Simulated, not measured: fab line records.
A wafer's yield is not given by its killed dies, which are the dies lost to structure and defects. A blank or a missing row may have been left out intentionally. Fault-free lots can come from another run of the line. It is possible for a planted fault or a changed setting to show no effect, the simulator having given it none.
fab line records | flow nand-harc
record lots=5 | wafers=15 | last-day=24
route steps=1159 shown A_BLC@966
lots that met no fault: taken from a fault-free run of the same line
start-h: the number of hours between the record's first day and the start of the first shown wafer of the lot | wait-h: hours elapsed since this lot's preceding step | " identical to the entry in the row above | L1.1+2: several wafers, shown together as one row | - no value, or no start given | * or withheld: withheld | < > ~ a bound
route shown NAME@n: names a module that has steps shown in the file, with the first one's number in the route | usual: average and standard deviation across the fault-free wafers | same: alike in all rows | chamber/n: place in a boat | sites: the reading at each site | _std_site: the standard deviation of these | _edge_site: the outer-site mean with the inner-site mean subtracted | radius-mm: for every site, how far away it sits from the centre of the wafer | mask NAME#n: copy n | behind: tool/chamber where the wafer was last shaped | hold: the reason the lot was held/the length of the hold in hours/how it ended | device: whichever transistor did not switch (one of n, p or np) | end of line: tests of these same wafers at the route's end | for a step that has no rows: nothing shown but its recipe | killed: count of dies lost to structure and defects at first sort (not the wafer's yield) | map: dies across one wafer; x = killed, . = not, _ = none there
set.NAME: the setting as run; set.NAME@STEP: as run at that earlier step | model.NAME: the simulator's own value behind a step, which no gauge read
lots at some steps of the route; a table a step, a row a wafer
services: from which hour (start-h, from the record's first day; less than 0 if before it) a tool's chamber was out of use, for how many hours, and why
## steps
# step NHARC_A_BLC_COAT_02
# recipe temp-c=260 | time-s=75
# step NHARC_A_BLC_COAT_03
# recipe temp-c=225 | time-s=65
# step NHARC_A_BLC_COAT_04
# recipe spin-rpm=1500 | resist-thk-nm=90
# step NHARC_A_BLC_SOFTBAKE_05
# recipe temp-c=105 | time-s=55
# step NHARC_A_BLC_EBR_06
# step NHARC_A_BLC_EXPOSE_07
# recipe na=1.35 | target-cd-nm=100 | dose-mj=67.97 | mask-id=A_BLC
# step NHARC_A_BLC_PEB_08
# recipe peb-temp-c=100 | peb-time-s=65
# step NHARC_A_BLC_DEVELOP_09
# recipe develop-time-s=35 | dev-temp-c=23
# step NHARC_A_BLC_CD_MEAS_10
# recipe target-cd-nm=100 | landing-energy-ev=500
# usual cd-nm=100.0/0.53
lot.wafer | tool      | chamber | start-h | wait-h | cd-nm
L122.2    | cd-sem-02 | 0       | 416.18  | -      | 100.2
L122.4    | "         | 0       | "       | "      | 100.0
L122.6    | "         | 0       | "       | "      | 99.7
L139.2    | cd-sem-03 | 0       | 500.34  | -      | 100.1
L139.3    | "         | 0       | "       | "      | 101.1
L139.4    | "         | 0       | "       | "      | 100.0
L133.1    | cd-sem-01 | 0       | 507.96  | -      | 100.4
L133.3    | "         | 0       | "       | "      | 100.3
L133.5    | "         | 0       | "       | "      | 99.8
L143.4    | cd-sem-02 | 0       | 521.39  | -      | 99.3
L143.5    | "         | 0       | "       | "      | 99.4
L143.6    | "         | 0       | "       | "      | 98.9
L144.1    | cd-sem-02 | 0       | 525.13  | -      | 100.6
L144.3    | "         | 0       | "       | "      | 100.0
L144.4    | "         | 0       | "       | "      | 100.2
# step NHARC_A_BLC_OVL_MEAS_11
# usual overlay-x-nm=0.1/0.93 | overlay-y-nm=0.0/0.76
lot.wafer | tool       | chamber | start-h | wait-h | overlay-x-nm | overlay-y-nm
L122.2    | overlay-02 | -       | 416.27  | -      | 0.0          | 0.4
L122.4    | "          | -       | "       | "      | 0.4          | 0.5
L122.6    | "          | -       | "       | "      | 0.9          | 0.7
L139.2    | overlay-02 | -       | 500.42  | -      | 1.8          | 0.2
L139.3    | "          | -       | "       | "      | 1.2          | 0.2
L139.4    | "          | -       | "       | "      | 1.6          | 0.1
L133.1    | overlay-02 | -       | 508.05  | -      | 0.2          | 0.0
L133.3    | "          | -       | "       | "      | 0.6          | 0.5
L133.5    | "          | -       | "       | "      | 0.5          | 0.1
L143.4    | overlay-01 | -       | 521.48  | -      | 0.4          | 1.4
L143.5    | "          | -       | "       | "      | -0.2         | 1.1
L143.6    | "          | -       | "       | "      | 0.2          | 0.9
L144.1    | overlay-01 | -       | 525.23  | -      | -0.2         | 0.9
L144.3    | "          | -       | "       | "      | -0.1         | 0.4
L144.4    | "          | -       | "       | "      | 0.3          | 0.6
# step NHARC_A_BLC_INSPECT_12
# usual raw-defect-count=30/13
lot.wafer | tool              | chamber | start-h | wait-h | raw-defect-count
L122.2    | defect-inspect-02 | -       | 416.30  | 0.0    | 20
L122.4    | "                 | -       | "       | "      | 12
L122.6    | "                 | -       | "       | "      | 15
L139.2    | defect-inspect-01 | -       | 500.46  | 0.0    | 42
L139.3    | "                 | -       | "       | "      | 65
L139.4    | "                 | -       | "       | "      | 51
L133.1    | defect-inspect-02 | -       | 508.08  | 0.0    | 26
L133.3    | "                 | -       | "       | "      | 35
L133.5    | "                 | -       | "       | "      | 33
L143.4    | defect-inspect-02 | -       | 521.51  | 0.0    | 14
L143.5    | "                 | -       | "       | "      | 25
L143.6    | "                 | -       | "       | "      | 18
L144.1    | defect-inspect-02 | -       | 525.27  | 0.0    | 46
L144.3    | "                 | -       | "       | "      | 39
L144.4    | "                 | -       | "       | "      | 45
# step NHARC_A_BLC_DESCUM_15
# recipe time-s=3 | o2-flow-sccm=200 | ar-flow-sccm=0 | bias-power-w=0 | chemistry=O2
# usual drypump-motor-current-A=5.7/0.39 | oes-product-au=1.005/0.0079 | rf-vpp-V=57.8/0.94 | showerhead-plenum-p-Torr=1.92/0.088 | throttle-valve-pct=11.310/0.009
lot.wafer | tool        | chamber | start-h | wait-h | drypump-motor-current-A | oes-product-au | rf-hours-counter-h | rf-vpp-V | showerhead-plenum-p-Torr | throttle-valve-pct
L122.4    | rie-diel-09 | 2       | 416.36  | 0.1    | 5.8                     | 1.000          | 18                 | 58.8     | 2.03                     | 11.307
L122.2    | "           | 1       | "       | "      | 5.6                     | 0.999          | 9                  | 57.3     | 1.89                     | 11.324
L122.6    | "           | 2       | "       | "      | 5.8                     | 0.998          | -                  | 57.1     | 2.03                     | 11.304
L139.3    | rie-diel-09 | 2       | 500.52  | 0.1    | 5.8                     | 1.005          | 6                  | 59.0     | 2.03                     | 11.312
L139.2    | "           | 3       | "       | "      | 5.6                     | 0.999          | 6                  | 57.3     | 1.80                     | 11.315
L139.4    | "           | 0       | "       | "      | 5.4                     | 0.995          | 6                  | 58.9     | 1.96                     | 11.298
L133.1    | rie-diel-09 | 1       | 508.18  | 0.1    | 5.6                     | 1.007          | 5                  | 56.6     | 1.89                     | 11.308
L133.3    | "           | 2       | "       | "      | 5.8                     | 1.016          | 7                  | 58.7     | 2.03                     | 11.313
L133.5    | "           | 1       | "       | "      | 5.6                     | 1.023          | -                  | 58.2     | 1.89                     | 11.317
L143.4    | rie-diel-09 | 3       | 521.60  | 0.1    | 5.5                     | 0.999          | 10                 | 58.2     | 1.80                     | 11.296
L143.6    | "           | 0       | "       | "      | 5.4                     | 1.004          | -                  | 58.6     | 1.96                     | 11.303
L143.5    | "           | 1       | "       | "      | 5.6                     | 1.010          | -                  | 58.0     | 1.89                     | 11.309
L144.4    | rie-diel-08 | 0       | 525.34  | 0.1    | 5.6                     | 1.020          | 9                  | 58.8     | 1.93                     | 11.316
L144.1    | "           | 1       | "       | "      | 5.7                     | 1.014          | 11                 | 57.6     | 1.83                     | 11.313
L144.3    | "           | 2       | "       | "      | 6.3                     | 1.014          | 11                 | 56.7     | 1.99                     | 11.308
# step NHARC_A_BLC_ETCH_16
# recipe target-depth-a=390 | over-etch-frac=0.3 | time-s=65 | ion-energy-ev=80 | cf4-flow-sccm=150 | ar-flow-sccm=0 | rf-w=300 | bias-w=100 | chemistry=CF4
# usual drypump-motor-current-A=5.7/0.37 | oes-product-au=1.002/0.0067 | rf-vpp-V=151.3/1.2 | showerhead-plenum-p-Torr=1.77/0.074 | throttle-valve-pct=13.284/0.0086
lot.wafer | tool        | chamber | start-h | wait-h | drypump-motor-current-A | oes-product-au | rf-hours-counter-h | rf-vpp-V | showerhead-plenum-p-Torr | throttle-valve-pct
L122.2    | rie-diel-09 | 3       | 416.45  | 0.1    | 5.5                     | 0.997          | 17                 | 150.0    | 1.68                     | 13.267
L122.4    | "           | 0       | "       | "      | 5.4                     | 1.012          | 16                 | 152.9    | 1.82                     | 13.278
L122.6    | "           | 0       | "       | "      | 5.4                     | 1.008          | -                  | 150.9    | 1.81                     | 13.271
L139.4    | rie-diel-09 | 1       | 500.60  | 0.1    | 5.6                     | 1.016          | 4                  | 150.6    | 1.75                     | 13.288
L139.3    | "           | 3       | "       | "      | 5.5                     | 0.999          | 6                  | 150.4    | 1.68                     | 13.273
L139.2    | "           | 0       | "       | "      | 5.4                     | 1.015          | 6                  | 151.7    | 1.81                     | 13.281
L133.1    | rie-diel-09 | 3       | 508.26  | 0.1    | 5.5                     | 0.994          | 7                  | 149.0    | 1.67                     | 13.286
L133.3    | "           | 1       | "       | "      | 5.6                     | 1.004          | 5                  | 150.4    | 1.75                     | 13.281
L133.5    | "           | 0       | "       | "      | 5.4                     | 1.001          | -                  | 151.0    | 1.81                     | 13.281
L143.4    | rie-diel-09 | 3       | 521.66  | 0.1    | 5.5                     | 0.841          | 10                 | 151.7    | 1.67                     | 13.296
L143.6    | "           | 2       | "       | "      | 5.8                     | 0.993          | -                  | 152.8    | 1.86                     | 13.285
L143.5    | "           | 3       | "       | "      | 5.5                     | 0.992          | -                  | 150.5    | 1.67                     | 13.293
L144.4    | rie-diel-08 | 0       | 525.42  | 0.1    | 5.6                     | 1.022          | 10                 | 150.3    | 1.78                     | 13.293
L144.1    | "           | 2       | "       | "      | 6.3                     | 1.007          | 11                 | 153.3    | 1.84                     | 13.278
L144.3    | "           | 3       | "       | "      | 5.0                     | 1.004          | 10                 | 149.4    | 1.67                     | 13.289
# step NHARC_A_BLC_ETCH_17
# recipe target-depth-a=3900 | over-etch-frac=0.25 | time-s=609.38 | ion-energy-ev=200 | n2-flow-sccm=150 | h2-flow-sccm=150 | ar-flow-sccm=0 | rf-w=400 | bias-w=150 | chemistry=N2/H2
# usual drypump-motor-current-A=5.7/0.4 | oes-product-au=1.005/0.007 | rf-vpp-V=430.7/2.8 | showerhead-plenum-p-Torr=2.04/0.098 | throttle-valve-pct=14.173/0.009
lot.wafer | tool        | chamber | start-h | wait-h | drypump-motor-current-A | oes-product-au | rf-hours-counter-h | rf-vpp-V | showerhead-plenum-p-Torr | throttle-valve-pct
L122.2    | rie-diel-09 | 1       | -       | -      | 5.6                     | 0.999          | 9                  | 430.2    | 2.02                     | 14.178
L122.4    | "           | 3       | "       | "      | 5.5                     | 0.993          | 17                 | 426.6    | 1.92                     | 14.164
L122.6    | "           | 1       | "       | "      | 5.6                     | 1.004          | -                  | 430.5    | 2.02                     | 14.180
L139.3    | rie-diel-09 | 0       | -       | -      | 5.4                     | 1.002          | 6                  | 431.7    | 2.10                     | 14.174
L139.4    | "           | 1       | "       | "      | 5.6                     | 1.012          | 4                  | 430.5    | 2.02                     | 14.168
L139.2    | "           | 2       | "       | "      | 5.8                     | 1.014          | 6                  | 434.0    | 2.16                     | 14.185
L133.1    | rie-diel-09 | 0       | -       | -      | 5.4                     | 1.009          | 7                  | 431.1    | 2.10                     | 14.172
L133.3    | "           | 3       | "       | "      | 5.5                     | 0.995          | 7                  | 427.8    | 1.92                     | 14.172
L133.5    | "           | 0       | "       | "      | 5.4                     | 1.004          | -                  | 431.3    | 2.09                     | 14.171
L143.4    | rie-diel-09 | 1       | -       | -      | 5.6                     | 0.998          | 7                  | 431.1    | 2.02                     | 14.188
L143.5    | "           | 1       | "       | "      | 5.6                     | 1.010          | -                  | 429.8    | 2.02                     | 14.175
L143.6    | "           | 2       | "       | "      | 5.8                     | 1.006          | -                  | 433.4    | 2.16                     | 14.174
L144.1    | rie-diel-08 | 1       | -       | -      | 5.7                     | 0.998          | 11                 | 428.0    | 1.95                     | 14.156
L144.4    | "           | 3       | "       | "      | 5.0                     | 1.003          | 10                 | 424.6    | 1.91                     | 14.176
L144.3    | "           | 0       | "       | "      | 5.6                     | 1.003          | 10                 | 430.8    | 2.06                     | 14.182
## services
tool        | chamber | start-h | hours | kind
rie-diel-09 | 0       | 410.10  | -     | clean
rie-diel-09 | 1       | 410.10  | -     | clean
rie-diel-09 | 2       | 410.10  | -     | clean
rie-diel-09 | 3       | 410.10  | -     | clean
rie-diel-09 | -       | 431.12  | 9.0   | pm
rie-diel-09 | 0       | 431.12  | 9.0   | vent-cycle
rie-diel-09 | 1       | 431.12  | 9.0   | vent-cycle
rie-diel-09 | 2       | 431.12  | 9.0   | vent-cycle
rie-diel-09 | 3       | 431.12  | 9.0   | vent-cycle
rie-diel-08 | 0       | 436.60  | 20.0  | repair
rie-diel-09 | 0       | 440.12  | -     | clean
rie-diel-09 | 1       | 440.12  | -     | clean
rie-diel-09 | 2       | 440.12  | -     | clean
rie-diel-09 | 3       | 440.12  | -     | clean
rie-diel-09 | 3       | 440.12  | -     | consumable-replace:focus-ring
rie-diel-09 | 0       | 464.62  | -     | clean
rie-diel-09 | 1       | 464.62  | -     | clean
rie-diel-09 | 2       | 464.62  | -     | clean
rie-diel-09 | 3       | 464.62  | -     | clean
rie-diel-09 | 1       | 475.96  | 10.1  | repair
rie-diel-08 | -       | 479.16  | 9.0   | pm
rie-diel-09 | 0       | 489.17  | -     | clean
rie-diel-09 | 1       | 489.17  | -     | clean
rie-diel-09 | 2       | 489.17  | -     | clean
## key
first-sign step=NHARC_A_BLC_ETCH_16 | reading=oes-product-au | direction=down | sigmas=24 | usual=1.002 | struck=0.841
effect none on later readings
met-at NHARC_A_BLC_ETCH_16
struck-wafers L143.4
sort-left-out L143.4
tester-left-out L143
onset-between 508.26 521.66
fault kind=process-parameter-drift | tool=rie-diel-09 | chamber=- | onset-h=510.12 | steps=NHARC_A_BLC_ETCH_16 | channel=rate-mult | offset=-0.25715 | shape=step | end-h=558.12 | scope=struck-wafers-only
# tester-left-out: of these lots the tester's yield and bins aren't shown, on N5 and GAA mostly nor the transistor test; their killed dies are dies lost to structure and defects alone, not to doping, threshold or leakage, so they don't give the yield
# sort-left-out: the simulated sort isn't trusted on such a fault, so these wafers' sort isn't shown, and their yield isn't known
